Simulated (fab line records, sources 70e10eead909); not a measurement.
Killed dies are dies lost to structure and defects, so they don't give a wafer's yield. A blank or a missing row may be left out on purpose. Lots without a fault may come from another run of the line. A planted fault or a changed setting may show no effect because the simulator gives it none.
Which tool did it? | flow nand_harc | 21 lots, 63 wafers sampled, at 6 steps of a route of 1159

WHAT THE GAUGES READ, wafer by wafer
The record holds no reading of a measuring or inspecting step that can be judged against a usual standard deviation.

WHICH TOOL RAN EACH LOT (tool, then ch and the chambers of the sampled wafers, then the start)
lot  | NHARC_A_STAIRCASE_ETCHBACK_157     | NHARC_A_STAIRCASE_DEP_471       | NHARC_A_SLIT_DEP_23             | NHARC_A_SLIT_ETCH_26             | NHARC_A_WL_FILL_ALD_02              | NHARC_A_WL_FILL_STRIP_29
L074 | rie_diel-04 ch 0,2,3, day 16 08:15 | pecvd-02 ch 0,1,2, day 16 09:22 | pecvd-03 ch 0,2, day 16 20:51   | har_etch-02 ch 0,1, day 17 06:07 | ald_metal-01 ch 0,1,2, day 17 15:36 | rie_diel-07 ch 2,3, day 18 22:01
L077 | rie_diel-05 ch 0,2,3, day 16 09:54 | pecvd-01 ch 0,1, day 16 10:22   | pecvd-01 ch 0,2, day 16 22:51   | har_etch-01 ch 0,1, day 17 03:23 | ald_metal-02 ch 1,2, day 17 12:44   | rie_diel-02 ch 0,3, day 18 09:13
L075 | rie_diel-11 ch 1,3, day 16 18:16   | pecvd-02 ch 0,1,2, day 16 18:46 | pecvd-01 ch 0,2, day 17 03:28   | har_etch-02 ch 0,1, day 17 11:59 | ald_metal-01 ch 1,2,3, day 17 21:38 | rie_diel-02 ch 0,1,3, day 18 22:49
L080 | rie_diel-04 ch 1,2,3, day 17 01:14 | pecvd-01 ch 0,1,2, day 17 01:34 | pecvd-03 ch 0,1,2, day 17 14:37 | har_etch-01 ch 0,1, day 17 18:35 | ald_metal-02 ch 2,3, day 18 03:58   | rie_diel-02 ch 1,2,3, day 19 01:22
L084 | rie_diel-04 ch 1,2,3, day 17 08:08 | pecvd-03 ch 0,2, day 17 08:31   | pecvd-04 ch 0,1, day 17 18:50   | har_etch-02 ch 0, day 17 22:38   | ald_metal-01 ch 1,2,3, day 18 08:33 | rie_diel-02 ch 0,1,3, day 19 08:32
L079 | rie_diel-05 ch 0,2,3, day 17 08:28 | pecvd-02 ch 0,1,2, day 17 08:53 | pecvd-03 ch 0,1,2, day 17 20:34 | har_etch-01 ch 0,1, day 17 23:35 | ald_metal-02 ch 1,2,3, day 18 08:31 | rie_diel-02 ch 0,2,3, day 19 06:01
L082 | rie_diel-05 ch 0,1,2, day 17 08:35 | pecvd-01 ch 1,2, day 17 08:52   | pecvd-03 ch 1,2, day 17 18:49   | har_etch-01 ch 0,1, day 17 21:50 | ald_metal-04 ch 0,2,3, day 18 08:14 | rie_diel-07 ch 0,1,3, day 19 01:37
L083 | rie_diel-11 ch 0,1, day 17 09:47   | pecvd-02 ch 0,1,2, day 17 10:23 | pecvd-03 ch 1,2, day 17 23:02   | har_etch-01 ch 0, day 18 02:03   | ald_metal-01 ch 0,1,3, day 18 11:23 | rie_diel-07 ch 0,1,3, day 19 10:15
L081 | rie_diel-11 ch 1,2, day 17 10:12   | pecvd-03 ch 0,1,2, day 17 10:34 | pecvd-04 ch 0,1,2, day 17 20:47 | har_etch-02 ch 0,1, day 18 00:17 | ald_metal-04 ch 0,2, day 18 08:46   | rie_diel-07 ch 2,3, day 19 06:01
L087 | rie_diel-04 ch 1,3, day 17 12:46   | pecvd-01 ch 0,1,2, day 17 13:08 | pecvd-03 ch 0,2, day 18 04:34   | har_etch-02 ch 0,1, day 18 07:50 | ald_metal-02 ch 0,1, day 18 21:01   | rie_diel-07 ch 0,1,3, day 19 20:19
L085 | rie_diel-05 ch 0,1,3, day 17 12:52 | pecvd-02 ch 1,2, day 17 13:10   | pecvd-04 ch 1,2, day 18 02:41   | har_etch-01 ch 0,1, day 18 05:40 | ald_metal-01 ch 0,3, day 18 20:53   | rie_diel-02 ch 1,2, day 19 20:23
L088 | rie_diel-05 ch 0,1,2, day 18 02:23 | pecvd-01 ch 0,1,2, day 18 02:45 | pecvd-04 ch 0,1,2, day 18 17:31 | har_etch-02 ch 0,1, day 18 20:38 | ald_metal-02 ch 0,2,3, day 19 07:22 | rie_diel-13 ch 1,2,3, day 20 14:25
L089 | rie_diel-11 ch 2,3, day 18 02:34   | pecvd-02 ch 0,2, day 18 02:55   | pecvd-03 ch 0,2, day 18 17:24   | har_etch-01 ch 0,1, day 18 20:34 | ald_metal-01 ch 0,1,2, day 19 07:32 | rie_diel-02 ch 2,3, day 20 14:52
L092 | rie_diel-05 ch 0,2, day 18 09:55   | pecvd-02 ch 0,1, day 18 10:28   | pecvd-03 ch 0,1, day 19 00:28   | har_etch-01 ch 0,1, day 19 05:47 | ald_metal-01 ch 0,2, day 19 14:02   | rie_diel-02 ch 0,1,3, day 21 04:34
L095 | rie_diel-11 ch 0,3, day 18 09:59   | pecvd-03 ch 0,1, day 18 10:15   | pecvd-04 ch 0,1,2, day 19 00:11 | har_etch-02 ch 0,1, day 19 04:34 | ald_metal-04 ch 0,1, day 19 13:41   | rie_diel-13 ch 1,2,3, day 21 04:32
L093 | rie_diel-05 ch 0,3, day 18 10:25   | pecvd-03 ch 0,1,2, day 18 10:58 | pecvd-04 ch 0,1,2, day 18 22:53 | har_etch-01 ch 0,1, day 19 04:07 | ald_metal-01 ch 0,3, day 19 13:33   | rie_diel-07 ch 0,2,3, day 20 22:38
L094 | rie_diel-05 ch 0,2, day 18 10:59   | pecvd-03 ch 1,2, day 18 11:49   | pecvd-04 ch 0,2, day 19 02:26   | har_etch-01 ch 0,1, day 19 07:28 | ald_metal-01 ch 1,3, day 19 18:48   | rie_diel-07 ch 1,2,3, day 21 09:46
L091 | rie_diel-11 ch 0,3, day 18 11:49   | pecvd-02 ch 0,1,2, day 18 12:10 | pecvd-04 ch 0,1,2, day 19 00:53 | har_etch-02 ch 0,1, day 19 06:16 | ald_metal-02 ch 0,1,3, day 19 13:58 | rie_diel-07 ch 1,2,3, day 21 04:32
L086 | rie_diel-11 ch 0,2,3, day 18 13:37 | pecvd-03 ch 0,1, day 18 13:55   | pecvd-01 ch 0,1,2, day 19 05:13 | har_etch-02 ch 0,1, day 19 12:14 | ald_metal-01 ch 0,2,3, day 19 23:45 | rie_diel-07 ch 2,3, day 21 16:08
L097 | rie_diel-04 ch 0,2, day 19 12:43   | pecvd-02 ch 0,1,2, day 19 13:02 | pecvd-01 ch 0,2, day 20 00:24   | har_etch-01 ch 0,1, day 20 03:23 | ald_metal-02 ch 1,2,3, day 20 13:20 | rie_diel-13 ch 1,2,3, day 22 04:57
L096 | rie_diel-05 ch 1,3, day 19 13:01   | pecvd-03 ch 0,1,2, day 19 13:26 | pecvd-03 ch 0,1,2, day 20 02:24 | har_etch-02 ch 0,1, day 20 06:40 | ald_metal-02 ch 2,3, day 20 16:07   | rie_diel-13 ch 0,3, day 22 11:07
- NHARC_A_STAIRCASE_ETCHBACK_157: etches the open film in CH3F/O2, target depth 90 nm, time 167.14 s.
- NHARC_A_STAIRCASE_DEP_471: deposits SiO2, target thk 100 nm.
- NHARC_A_SLIT_DEP_23: deposits SiON, target thk 100 nm.
- NHARC_A_SLIT_ETCH_26: etches the open film in C4F8/O2/Ar, time 90 s, target depth 400 nm.
- NHARC_A_WL_FILL_ALD_02: deposits TiN, target thk 2 nm, pulse time 3 s, ald cycles 100.
- NHARC_A_WL_FILL_STRIP_29: strips in O2, time 20 s.

WHAT THE TOOLS THEMSELVES READ (means of the sampled wafers that have a number; where no wafer has one, the mark that the record gives instead)
NHARC_A_STAIRCASE_ETCHBACK_157. Usual: drypump_motor_current_A 5.8 A, standard deviation 0.48; oes_product_au 0.982 a.u., standard deviation 0.027; rf_vpp_V 244.5 V, standard deviation 1.7; showerhead_plenum_p_Torr 2.47 Torr, standard deviation 0.1; throttle_valve_pct 20.662 %, standard deviation 0.0085.
lot  | tool        | drypump_motor_current_A (A) | oes_product_au (a.u.) | rf_vpp_V (V) | showerhead_plenum_p_Torr (Torr) | throttle_valve_pct (%) | flag
L074 | rie_diel-04 | 6.0                         | 0.991                 | 245.1        | 2.49                            | 20.660                 |
L077 | rie_diel-05 | 5.7                         | 0.999                 | 244.2        | 2.45                            | 20.661                 |
L075 | rie_diel-11 | 5.5                         | 0.987                 | 245.5        | 2.51                            | 20.665                 |
L080 | rie_diel-04 | 5.6                         | 0.943                 | 246.3        | 2.53                            | 20.665                 |
L084 | rie_diel-04 | 5.6                         | 1.003                 | 245.4        | 2.53                            | 20.660                 |
L079 | rie_diel-05 | 5.8                         | 0.997                 | 243.6        | 2.45                            | 20.667                 |
L082 | rie_diel-05 | 6.0                         | 0.997                 | 243.0        | 2.47                            | 20.666                 |
L083 | rie_diel-11 | 5.9                         | 0.994                 | 245.2        | 2.56                            | 20.653                 |
L081 | rie_diel-11 | 5.8                         | 0.986                 | 243.9        | 2.45                            | 20.667                 |
L087 | rie_diel-04 | 5.2                         | 0.926                 | 246.5        | 2.58                            | 20.658                 |
L085 | rie_diel-05 | 5.6                         | 0.996                 | 242.8        | 2.40                            | 20.663                 |
L088 | rie_diel-05 | 6.0                         | 0.933                 | 244.4        | 2.47                            | 20.662                 |
L089 | rie_diel-11 | 5.5                         | 1.000                 | 244.8        | 2.42                            | 20.663                 |
L092 | rie_diel-05 | 6.0                         | 0.996                 | 245.9        | 2.51                            | 20.667                 |
L095 | rie_diel-11 | 5.6                         | 0.988                 | 245.6        | 2.53                            | 20.668                 |
L093 | rie_diel-05 | 5.4                         | 0.929                 | 243.8        | 2.38                            | 20.672                 |
L094 | rie_diel-05 | 5.7                         | 0.998                 | 244.4        | 2.48                            | 20.664                 |
L091 | rie_diel-11 | 5.8                         | 0.999                 | 246.0        | 2.58                            | 20.659                 |
L086 | rie_diel-11 | 5.7                         | 0.989                 | 244.8        | 2.47                            | 20.661                 |
L097 | rie_diel-04 | 6.4                         | 1.004                 | 242.0        | 2.38                            | 20.665                 |
L096 | rie_diel-05 | 5.9                         | 0.999                 | 242.7        | 2.37                            | 20.663                 |

NHARC_A_STAIRCASE_DEP_471. Usual: heater_power_outer_w 322 W, standard deviation 56; heater_power_w 580 W, standard deviation 79; showerhead_vpp_V 1803 V, standard deviation 95; susceptor_temp_C 400.03 C, standard deviation 0.22; throttle_valve_pct 15.6 %, standard deviation 0.53.
lot  | tool     | heater_power_outer_w (W) | heater_power_w (W) | showerhead_vpp_V (V) | susceptor_temp_C (C) | throttle_valve_pct (%) | flag
L074 | pecvd-02 | 320                      | 549                | 1767                 | 399.85               | 15.5                   |
L077 | pecvd-01 | 321                      | 554                | 1920                 | 400.08               | 16.8                   |
L075 | pecvd-02 | 334                      | 570                | 1756                 | 399.86               | 15.4                   |
L080 | pecvd-01 | 328                      | 571                | 1826                 | 400.37               | 16.7                   |
L084 | pecvd-03 | 306                      | 607                | 1828                 | 399.77               | 15.1                   |
L079 | pecvd-02 | 272                      | 486                | 1777                 | 400.05               | 15.5                   |
L082 | pecvd-01 | 336                      | 553                | 1867                 | 400.17               | 16.5                   |
L083 | pecvd-02 | 328                      | 566                | 1761                 | 399.94               | 15.5                   |
L081 | pecvd-03 | 271                      | 560                | 1819                 | 399.89               | 15.3                   |
L087 | pecvd-01 | 353                      | 604                | 1815                 | 399.99               | 16.5                   |
L085 | pecvd-02 | 365                      | 596                | 1825                 | 399.91               | 15.4                   |
L088 | pecvd-01 | 326                      | 579                | 1812                 | 400.12               | 16.6                   |
L089 | pecvd-02 | 390                      | 652                | 1758                 | 399.91               | 15.7                   |
L092 | pecvd-02 | 274                      | 496                | 1711                 | 399.98               | 15.7                   |
L095 | pecvd-03 | 323                      | 623                | 1802                 | 400.07               | 15.2                   |
L093 | pecvd-03 | 270                      | 556                | 1824                 | 400.15               | 15.3                   |
L094 | pecvd-03 | 334                      | 623                | 1842                 | 400.06               | 15.5                   |
L091 | pecvd-02 | 313                      | 535                | 1785                 | 399.93               | 15.4                   |
L086 | pecvd-03 | 323                      | 616                | 1797                 | 400.03               | 15.1                   |
L097 | pecvd-02 | 347                      | 589                | 1788                 | 400.12               | 15.6                   |
L096 | pecvd-03 | 308                      | 608                | 1843                 | 400.11               | 15.3                   |

NHARC_A_SLIT_DEP_23. Usual: heater_power_outer_w 429 W, standard deviation 67; heater_power_w 736 W, standard deviation 98; showerhead_vpp_V 1150 V, standard deviation 45; susceptor_temp_C 399.99 C, standard deviation 0.2.
lot  | tool     | heater_power_outer_w (W) | heater_power_w (W) | showerhead_vpp_V (V) | susceptor_temp_C (C) | flag
L074 | pecvd-03 | 450                      | 808                | 1159                 | 400.10               |
L077 | pecvd-01 | 493                      | 793                | 1051                 | 400.06               |
L075 | pecvd-01 | 474                      | 782                | 1086                 | 399.85               |
L080 | pecvd-03 | 456                      | 786                | 1144                 | 399.98               |
L084 | pecvd-04 | 373                      | 650                | 1169                 | 399.85               |
L079 | pecvd-03 | 455                      | 806                | 1139                 | 400.20               |
L082 | pecvd-03 | 437                      | 786                | 1159                 | 400.03               |
L083 | pecvd-03 | 421                      | 757                | 1159                 | 399.83               |
L081 | pecvd-04 | 381                      | 637                | 1171                 | 399.95               |
L087 | pecvd-03 | 404                      | 750                | 1154                 | 399.87               |
L085 | pecvd-04 | 360                      | 629                | 1165                 | 399.95               |
L088 | pecvd-04 | 392                      | 659                | 1179                 | 399.85               |
L089 | pecvd-03 | 485                      | 856                | 1128                 | 399.97               |
L092 | pecvd-03 | 467                      | 813                | 1120                 | 399.87               |
L095 | pecvd-04 | 382                      | 648                | 1166                 | 400.00               |
L093 | pecvd-04 | 400                      | 686                | 1165                 | 399.98               |
L094 | pecvd-04 | 369                      | 634                | 1175                 | 400.04               |
L091 | pecvd-04 | 403                      | 681                | 1159                 | 400.11               |
L086 | pecvd-01 | 474                      | 753                | 1130                 | 400.25               |
L097 | pecvd-01 | 568                      | 887                | 1066                 | 399.98               |
L096 | pecvd-03 | 425                      | 756                | 1142                 | 400.07               |

NHARC_A_SLIT_ETCH_26. Usual: bias_v 400 V, standard deviation 3.9; drypump_motor_current_A 6.2 A, standard deviation 0.65; showerhead_plenum_p_Torr 3.73 Torr, standard deviation 0.075; throttle_valve_pct 27.619 %, standard deviation 0.0084.
lot  | tool        | bias_v (V) | drypump_motor_current_A (A) | showerhead_plenum_p_Torr (Torr) | throttle_valve_pct (%) | flag
L074 | har_etch-02 | 398        | 5.5                         | 3.76                            | 27.623                 |
L077 | har_etch-01 | 394        | 6.7                         | 3.76                            | 27.622                 |
L075 | har_etch-02 | 398        | 5.5                         | 3.76                            | 27.623                 |
L080 | har_etch-01 | 400        | 6.8                         | 3.69                            | 27.614                 |
L084 | har_etch-02 | 399        | 5.3                         | 3.70                            | 27.613                 |
L079 | har_etch-01 | 404        | 6.8                         | 3.69                            | 27.617                 |
L082 | har_etch-01 | 400        | 6.7                         | 3.76                            | 27.617                 |
L083 | har_etch-01 | 403        | 6.7                         | 3.81                            | 27.614                 |
L081 | har_etch-02 | 402        | 5.5                         | 3.75                            | 27.620                 |
L087 | har_etch-02 | 398        | 5.4                         | 3.72                            | 27.622                 |
L085 | har_etch-01 | 401        | 6.7                         | 3.75                            | 27.615                 |
L088 | har_etch-02 | 398        | 5.5                         | 3.75                            | 27.623                 |
L089 | har_etch-01 | 399        | 6.7                         | 3.75                            | 27.612                 |
L092 | har_etch-01 | 398        | 6.7                         | 3.75                            | 27.619                 |
L095 | har_etch-02 | 397        | 5.4                         | 3.72                            | 27.618                 |
L093 | har_etch-01 | 407        | 6.7                         | 3.75                            | 27.607                 |
L094 | har_etch-01 | 401        | 6.7                         | 3.75                            | 27.624                 |
L091 | har_etch-02 | 401        | 5.5                         | 3.74                            | 27.610                 |
L086 | har_etch-02 | 402        | 5.5                         | 3.74                            | 27.615                 |
L097 | har_etch-01 | 401        | 6.7                         | 3.74                            | 27.625                 |
L096 | har_etch-02 | 399        | 5.4                         | 3.71                            | 27.624                 |

NHARC_A_WL_FILL_ALD_02. Usual: heater_power_outer_w 700 W, standard deviation 87; heater_power_w 1082 W, standard deviation 110; precursor_pulse_height_rel 1.000, standard deviation 0.019; susceptor_temp_C 449.93 C, standard deviation 0.24.
lot  | tool         | heater_power_outer_w (W) | heater_power_w (W) | precursor_pulse_height_rel | susceptor_temp_C (C) | flag
L074 | ald_metal-01 | 703                      | 1079               | 1.001                      | 450.19               |
L077 | ald_metal-02 | 668                      | 1041               | 1.015                      | 450.13               |
L075 | ald_metal-01 | 700                      | 1100               | 1.001                      | 449.72               |
L080 | ald_metal-02 | 778                      | 1147               | 0.989                      | 450.09               |
L084 | ald_metal-01 | 704                      | 1099               | 1.010                      | 449.89               |
L079 | ald_metal-02 | 712                      | 1096               | 1.006                      | 450.13               |
L082 | ald_metal-04 | 706                      | 1080               | 1.005                      | 449.69               |
L083 | ald_metal-01 | 717                      | 1129               | 0.994                      | 450.01               |
L081 | ald_metal-04 | 673                      | 1041               | 1.010                      | 450.03               |
L087 | ald_metal-02 | 703                      | 1055               | 1.002                      | 449.76               |
L085 | ald_metal-01 | 667                      | 1098               | 1.005                      | 449.90               |
L088 | ald_metal-02 | 697                      | 1056               | 1.002                      | 449.75               |
L089 | ald_metal-01 | 698                      | 1083               | 1.005                      | 449.86               |
L092 | ald_metal-01 | 623                      | 1011               | 1.006                      | 449.76               |
L095 | ald_metal-04 | 694                      | 1020               | 1.006                      | 449.81               |
L093 | ald_metal-01 | 679                      | 1086               | 0.967                      | 450.09               |
L094 | ald_metal-01 | 733                      | 1128               | 0.993                      | 450.33               |
L091 | ald_metal-02 | 750                      | 1131               | 0.990                      | 449.91               |
L086 | ald_metal-01 | 652                      | 1046               | 0.984                      | 449.96               |
L097 | ald_metal-02 | 728                      | 1091               | 1.006                      | 449.86               |
L096 | ald_metal-02 | 770                      | 1160               | 1.013                      | 450.03               |

NHARC_A_WL_FILL_STRIP_29. Usual: drypump_motor_current_A 5.6 A, standard deviation 0.58; oes_product_au 1.000 a.u., standard deviation 0.0084; rf_vpp_V 57.8 V, standard deviation 1; showerhead_plenum_p_Torr 3.55 Torr, standard deviation 0.17; throttle_valve_pct 17.036 %, standard deviation 0.0097.
lot  | tool        | drypump_motor_current_A (A) | oes_product_au (a.u.) | rf_vpp_V (V) | showerhead_plenum_p_Torr (Torr) | throttle_valve_pct (%) | flag
L074 | rie_diel-07 | 5.9                         | 0.993                 | 58.8         | 3.73                            | 17.032                 |
L077 | rie_diel-02 | 5.5                         | 1.013                 | 57.8         | 3.62                            | 17.043                 |
L075 | rie_diel-02 | 5.7                         | 0.998                 | 57.8         | 3.59                            | 17.040                 |
L080 | rie_diel-02 | 5.4                         | 0.996                 | 56.9         | 3.47                            | 17.040                 |
L084 | rie_diel-02 | 5.7                         | 1.000                 | 57.3         | 3.58                            | 17.034                 |
L079 | rie_diel-02 | 5.2                         | 1.003                 | 58.0         | 3.51                            | 17.036                 |
L082 | rie_diel-07 | 5.5                         | 1.000                 | 57.5         | 3.66                            | 17.041                 |
L083 | rie_diel-07 | 5.5                         | 1.000                 | 58.7         | 3.66                            | 17.039                 |
L081 | rie_diel-07 | 6.0                         | 1.000                 | 58.4         | 3.73                            | 17.029                 |
L087 | rie_diel-07 | 5.5                         | 1.002                 | 57.9         | 3.66                            | 17.037                 |
L085 | rie_diel-02 | 5.3                         | 0.997                 | 57.7         | 3.49                            | 17.027                 |
L088 | rie_diel-13 | 5.7                         | 0.997                 | 57.4         | 3.47                            | 17.028                 |
L089 | rie_diel-02 | 4.9                         | 1.006                 | 57.5         | 3.40                            | 17.029                 |
L092 | rie_diel-02 | 5.7                         | 0.989                 | 58.2         | 3.58                            | 17.040                 |
L095 | rie_diel-13 | 5.8                         | 0.991                 | 57.8         | 3.47                            | 17.030                 |
L093 | rie_diel-07 | 5.5                         | 1.001                 | 58.4         | 3.69                            | 17.037                 |
L094 | rie_diel-07 | 5.6                         | 1.000                 | 58.5         | 3.68                            | 17.042                 |
L091 | rie_diel-07 | 5.6                         | 1.012                 | 58.3         | 3.68                            | 17.023                 |
L086 | rie_diel-07 | 5.6                         | 0.994                 | 58.4         | 3.72                            | 17.037                 |
L097 | rie_diel-13 | 5.8                         | 1.000                 | 58.2         | 3.47                            | 17.027                 |
L096 | rie_diel-13 | 6.4                         | 0.995                 | 57.3         | 3.31                            | 17.043                 |

THE ANSWER, worked out from the rows above alone
Rule: a lot is off if the mean of its wafers that have a number lies more than 3 standard deviations from the usual mean. A lot without any number at a reading at which 4 lots or more have one is off too. The other lots that the step has rows for count as sound. The gauges are gone through in route order, then the tools' own readings, and for those a lot's mean is taken as printed above. The first step at which some lot is off is used, and at that step the reading that is off furthest; a lot without a number counts as furthest.
No lot is off at any reading shown: from this, nothing can be told.

WHAT THE SIMULATOR HAD PUT IN
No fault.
